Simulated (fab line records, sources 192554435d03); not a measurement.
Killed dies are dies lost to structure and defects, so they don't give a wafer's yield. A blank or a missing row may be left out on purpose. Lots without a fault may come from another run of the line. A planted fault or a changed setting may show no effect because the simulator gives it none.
Which tool did it? | flow n5_finfet | 12 lots, 36 wafers sampled, at 1 step of a route of 1938

WHAT THE GAUGES READ, wafer by wafer
N5_BEOL_M12_OVL_MEAS_11.
lot  | measured     | on         | V11_OVL (nm)
L076 | day 10 20:18 | overlay-01 | -3 2 -1
L077 | day 11 11:50 | overlay-02 | 3 -7 4
L078 | day 11 20:11 | overlay-02 | -2 -1 -5
L081 | day 12 20:40 | overlay-02 | -2 -3 0
L083 | day 13 14:23 | overlay-01 | -11 0 4
L087 | day 14 15:08 | overlay-02 | 1 6 3
L085 | day 14 17:14 | overlay-01 | -3 -9 0
L089 | day 14 21:32 | overlay-01 | 9 4 4
L091 | day 15 09:26 | overlay-01 | -10 1 -2
L094 | day 15 19:05 | overlay-01 | -7 -5 -4
L095 | day 16 06:19 | overlay-01 | -4 -7 -3
L097 | day 17 16:51 | overlay-02 | -2 -1 -1

WHICH TOOL RAN EACH LOT (tool, then ch and the chambers of the sampled wafers, then the start)
The record holds no process step before these readings.

THE ANSWER, worked out from the rows above alone
Rule: what is usual is taken from the lots themselves. Put in order of their means at a reading, lots are off if they are a third of the lots or fewer, leave a main group of 4 or more, and stand apart from it by a gap of 3 or more times the standard deviation of the main group's means; of several such gaps the widest counts. A main group whose means are all the same, to the digits that the tables above print for the reading, isn't used. A lot without any number at a reading at which 4 lots or more have one is off too. The other lots that the step has rows for count as sound.
No lot is off at any reading shown: from this, nothing can be told.

WHAT THE SIMULATOR HAD PUT IN
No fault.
